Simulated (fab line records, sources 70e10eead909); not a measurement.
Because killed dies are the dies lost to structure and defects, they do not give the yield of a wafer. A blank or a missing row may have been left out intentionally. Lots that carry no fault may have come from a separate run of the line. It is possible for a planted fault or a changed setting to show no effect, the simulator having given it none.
The tool behind it: which one? :: flow nand_harc :: 39 wafers from 13 lots sampled at 5 of the route's 1159 steps

## WHAT THE GAUGES READ, wafer by wafer
NHARC_P_BONDPAD_INSPECT_23.
lot: L641
measured: day 6 01:45
on: defect_inspect-02
raw_defect_count: 240 235 302

lot: L642
measured: day 6 23:50
on: defect_inspect-02
raw_defect_count: 250 683 309

lot: L643
measured: day 7 00:56
on: defect_inspect-02
raw_defect_count: 314 434 229

lot: L644
measured: day 7 03:16
on: defect_inspect-01
raw_defect_count: 199 248 178

lot: L645
measured: day 7 09:09
on: defect_inspect-01
raw_defect_count: 418 279 273

lot: L646
measured: day 7 16:20
on: defect_inspect-01
raw_defect_count: 164 274 198

lot: L649
measured: day 8 07:25
on: defect_inspect-01
raw_defect_count: 423 465 450

lot: L656
measured: day 10 20:13
on: defect_inspect-02
raw_defect_count: 335 223 337

lot: L658
measured: day 10 22:57
on: defect_inspect-01
raw_defect_count: 527 237 450

lot: L659
measured: day 10 23:34
on: defect_inspect-01
raw_defect_count: 232 409 280

lot: L661
measured: day 11 08:39
on: defect_inspect-02
raw_defect_count: 322 474 383

lot: L662
measured: day 11 18:22
on: defect_inspect-02
raw_defect_count: 644 358 413

lot: L663
measured: day 11 20:23
on: defect_inspect-02
raw_defect_count: 385 320 248

NHARC_A_ONON_D1_THK_MEAS_05: measures by ellipsometry.
lot: L641
measured: day 7 02:30
on: film_metro-01
thk_nm (nm): 995 996 993

lot: L642
measured: day 8 00:59
on: film_metro-02
thk_nm (nm): 1005 1004 1004

lot: L643
measured: day 8 00:59
on: film_metro-01
thk_nm (nm): 1014 1016 1016

lot: L644
measured: day 8 01:03
on: film_metro-01
thk_nm (nm): 984 986 985

lot: L645
measured: day 8 10:59
on: film_metro-01
thk_nm (nm): 1002 999 1002

lot: L646
measured: day 8 17:36
on: film_metro-02
thk_nm (nm): 987 986 987

lot: L649
measured: day 9 08:33
on: film_metro-02
thk_nm (nm): 1012 1011 1012

lot: L656
measured: day 11 18:36
on: film_metro-01
thk_nm (nm): 993 649 649

lot: L658
measured: day 12 02:19
on: film_metro-02
thk_nm (nm): 1016 670 1015

lot: L659
measured: day 12 02:21
on: film_metro-01
thk_nm (nm): 993 992 992

lot: L661
measured: day 12 09:33
on: film_metro-02
thk_nm (nm): 999 1000 998

lot: L662
measured: day 12 18:56
on: film_metro-02
thk_nm (nm): 996 998 998

lot: L663
measured: day 12 18:56
on: film_metro-01
thk_nm (nm): 983 984 983

NHARC_END_SORT_01.
lot: L656
measured: day 25 23:12
on: prober-02
killed_at_array: 23 671 674
killed_at_other: 3 4 3
killed_at_periphery: 0 2 0
killed_dies: 26 677 677
killed_open: 2 5 3
killed_short: 0 1 0

lot: L658
measured: day 26 06:05
on: prober-02
killed_at_array: 38 676 38
killed_at_other: 0 0 0
killed_at_periphery: 4 1 2
killed_dies: 42 677 40
killed_open: 3 0 4
killed_short: 3 2 1

## WHAT TOOL EACH LOT RAN ON (gives the tool, then ch and the chambers of the sampled wafers, and finally the start)
lot: L641
NHARC_P_BONDPAD_ACTIVATE_29: rie_diel-08 ch 1,2, day 6 01:50
NHARC_A_ONON_D1_DEP_03: pecvd_onon-04 ch 0, day 7 01:59

lot: L642
NHARC_P_BONDPAD_ACTIVATE_29: rie_diel-08 ch 0,1, day 6 23:55
NHARC_A_ONON_D1_DEP_03: pecvd_onon-04 ch 0, day 8 00:32

lot: L643
NHARC_P_BONDPAD_ACTIVATE_29: rie_diel-08 ch 0,1,2, day 7 01:02
NHARC_A_ONON_D1_DEP_03: pecvd_onon-03 ch 0, day 8 00:29

lot: L644
NHARC_P_BONDPAD_ACTIVATE_29: rie_diel-08 ch 1,2,3, day 7 03:22
NHARC_A_ONON_D1_DEP_03: pecvd_onon-02 ch 0, day 8 00:31

lot: L645
NHARC_P_BONDPAD_ACTIVATE_29: rie_diel-08 ch 0,1, day 7 09:13
NHARC_A_ONON_D1_DEP_03: pecvd_onon-02 ch 0, day 8 10:29

lot: L646
NHARC_P_BONDPAD_ACTIVATE_29: rie_diel-09 ch 1,2, day 7 16:23
NHARC_A_ONON_D1_DEP_03: pecvd_onon-04 ch 0, day 8 17:16

lot: L649
NHARC_P_BONDPAD_ACTIVATE_29: rie_diel-08 ch 0,2, day 8 07:29
NHARC_A_ONON_D1_DEP_03: pecvd_onon-04 ch 0, day 9 08:05

lot: L656
NHARC_P_BONDPAD_ACTIVATE_29: rie_diel-11 ch 0,2,3, day 10 20:18
NHARC_A_ONON_D1_DEP_03: pecvd_onon-03 ch 0, day 11 18:08

lot: L658
NHARC_P_BONDPAD_ACTIVATE_29: rie_diel-08 ch 0,2,3, day 10 23:01
NHARC_A_ONON_D1_DEP_03: pecvd_onon-03 ch 0, day 12 01:48

lot: L659
NHARC_P_BONDPAD_ACTIVATE_29: rie_diel-08 ch 0,1,2, day 10 23:40
NHARC_A_ONON_D1_DEP_03: pecvd_onon-04 ch 0, day 12 01:54

lot: L661
NHARC_P_BONDPAD_ACTIVATE_29: rie_diel-08 ch 0,1,3, day 11 08:44
NHARC_A_ONON_D1_DEP_03: pecvd_onon-02 ch 0, day 12 09:02

lot: L662
NHARC_P_BONDPAD_ACTIVATE_29: rie_diel-08 ch 0,2, day 11 18:26
NHARC_A_ONON_D1_DEP_03: pecvd_onon-02 ch 0, day 12 18:24

lot: L663
NHARC_P_BONDPAD_ACTIVATE_29: rie_diel-08 ch 0,3, day 11 20:29
NHARC_A_ONON_D1_DEP_03: pecvd_onon-04 ch 0, day 12 18:29
- NHARC_P_BONDPAD_ACTIVATE_29: chemistry N2, time 60 s.
- NHARC_A_ONON_D1_DEP_03: target thk 1000 nm.

## WHAT THE TOOLS THEMSELVES READ (means of the sampled wafers that have a number; where no wafer has one, the mark that the record gives instead)
NHARC_P_BONDPAD_ACTIVATE_29.
lot: L641
tool: rie_diel-08
drypump_motor_current_A (A): 5.66
oes_product_au (a.u.): 1.004
rf_vpp_V (V): 64.9
showerhead_plenum_p_Torr (Torr): 1.87

lot: L642
tool: rie_diel-08
drypump_motor_current_A (A): 5.25
oes_product_au (a.u.): 0.994
rf_vpp_V (V): 63.4
showerhead_plenum_p_Torr (Torr): 1.77

lot: L643
tool: rie_diel-08
drypump_motor_current_A (A): 5.45
oes_product_au (a.u.): 1.004
rf_vpp_V (V): 63.9
showerhead_plenum_p_Torr (Torr): 1.82

lot: L644
tool: rie_diel-08
drypump_motor_current_A (A): 5.52
oes_product_au (a.u.): 1.006
rf_vpp_V (V): 64.5
showerhead_plenum_p_Torr (Torr): 1.85

lot: L645
tool: rie_diel-08
drypump_motor_current_A (A): 5.21
oes_product_au (a.u.): 1.001
rf_vpp_V (V): 64.9
showerhead_plenum_p_Torr (Torr): 1.79

lot: L646
tool: rie_diel-09
drypump_motor_current_A (A): 5.33
oes_product_au (a.u.): 0.997
rf_vpp_V (V): 63.5
showerhead_plenum_p_Torr (Torr): 1.69

lot: L649
tool: rie_diel-08
drypump_motor_current_A (A): 5.72
oes_product_au (a.u.): 0.990
rf_vpp_V (V): 64.0
showerhead_plenum_p_Torr (Torr): 1.84

lot: L656
tool: rie_diel-11
drypump_motor_current_A (A): 5.68
oes_product_au (a.u.): 1.006
rf_vpp_V (V): 63.9
showerhead_plenum_p_Torr (Torr): 1.71

lot: L658
tool: rie_diel-08
drypump_motor_current_A (A): 5.56
oes_product_au (a.u.): 0.990
rf_vpp_V (V): 65.2
showerhead_plenum_p_Torr (Torr): 1.82

lot: L659
tool: rie_diel-08
drypump_motor_current_A (A): 5.47
oes_product_au (a.u.): 1.004
rf_vpp_V (V): 64.9
showerhead_plenum_p_Torr (Torr): 1.82

lot: L661
tool: rie_diel-08
drypump_motor_current_A (A): 5.32
oes_product_au (a.u.): 1.003
rf_vpp_V (V): 64.5
showerhead_plenum_p_Torr (Torr): 1.80

lot: L662
tool: rie_diel-08
drypump_motor_current_A (A): 5.51
oes_product_au (a.u.): 0.996
rf_vpp_V (V): 65.0
showerhead_plenum_p_Torr (Torr): 1.80

lot: L663
tool: rie_diel-08
drypump_motor_current_A (A): 5.43
oes_product_au (a.u.): 0.997
rf_vpp_V (V): 64.7
showerhead_plenum_p_Torr (Torr): 1.80

NHARC_A_ONON_D1_DEP_03.
lot: L641
tool: pecvd_onon-04
susceptor_temp_C (C): 399.91

lot: L642
tool: pecvd_onon-04
susceptor_temp_C (C): 399.95

lot: L643
tool: pecvd_onon-03
susceptor_temp_C (C): 399.63

lot: L644
tool: pecvd_onon-02
susceptor_temp_C (C): 400.14

lot: L645
tool: pecvd_onon-02
susceptor_temp_C (C): 399.68

lot: L646
tool: pecvd_onon-04
susceptor_temp_C (C): 400.06

lot: L649
tool: pecvd_onon-04
susceptor_temp_C (C): 400.24

lot: L656
tool: pecvd_onon-03
susceptor_temp_C (C): 399.59

lot: L658
tool: pecvd_onon-03
susceptor_temp_C (C): 399.99

lot: L659
tool: pecvd_onon-04
susceptor_temp_C (C): 399.99

lot: L661
tool: pecvd_onon-02
susceptor_temp_C (C): 399.79

lot: L662
tool: pecvd_onon-02
susceptor_temp_C (C): 400.06

lot: L663
tool: pecvd_onon-04
susceptor_temp_C (C): 399.79

## THE ANSWER, worked out from the rows above alone
Rule: the usual values come from the lots themselves. The widest of any qualifying gaps counts: lots, ordered by their means at a reading, are off when they make up no more than a third of the lots, leave a main group of 4 or more, and stand apart from it by 3 or more times the standard deviation of that group's means. A main group is skipped when, at the precision printed for the reading in the tables above, its means are all equal. Also off: a lot with no number at a reading for which 4 or more lots have one. Any other lot the step has rows for is counted as sound. Order of review: gauges by route order, followed by the tools' own readings, for which a lot's mean as printed above is used. At the first step where some lot is off, the reading lying furthest off is the one used; lots without a number count as furthest.
Off: L656, L658, at NHARC_A_ONON_D1_THK_MEAS_05 (thk_nm). The main group has a mean of 997 nm with a standard deviation of 9.9.
If a tool, at a process step before that reading, ran all the lots that are off and no sound lot after the first of them, it fits. Those tools and the gauges at NHARC_A_ONON_D1_THK_MEAS_05 are tried in the same way. One candidate fits, namely pecvd_onon-03 at NHARC_A_ONON_D1_DEP_03. A fault onset in the window from L643 (day 8 00:29, its last sound lot) to L656 (day 11 18:08, its first lot off) fits.

## WHAT THE SIMULATOR HAD PUT IN
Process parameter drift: pecvd_onon-03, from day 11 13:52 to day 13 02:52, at NHARC_A_ONON_D1_DEP_03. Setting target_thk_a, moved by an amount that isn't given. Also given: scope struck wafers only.
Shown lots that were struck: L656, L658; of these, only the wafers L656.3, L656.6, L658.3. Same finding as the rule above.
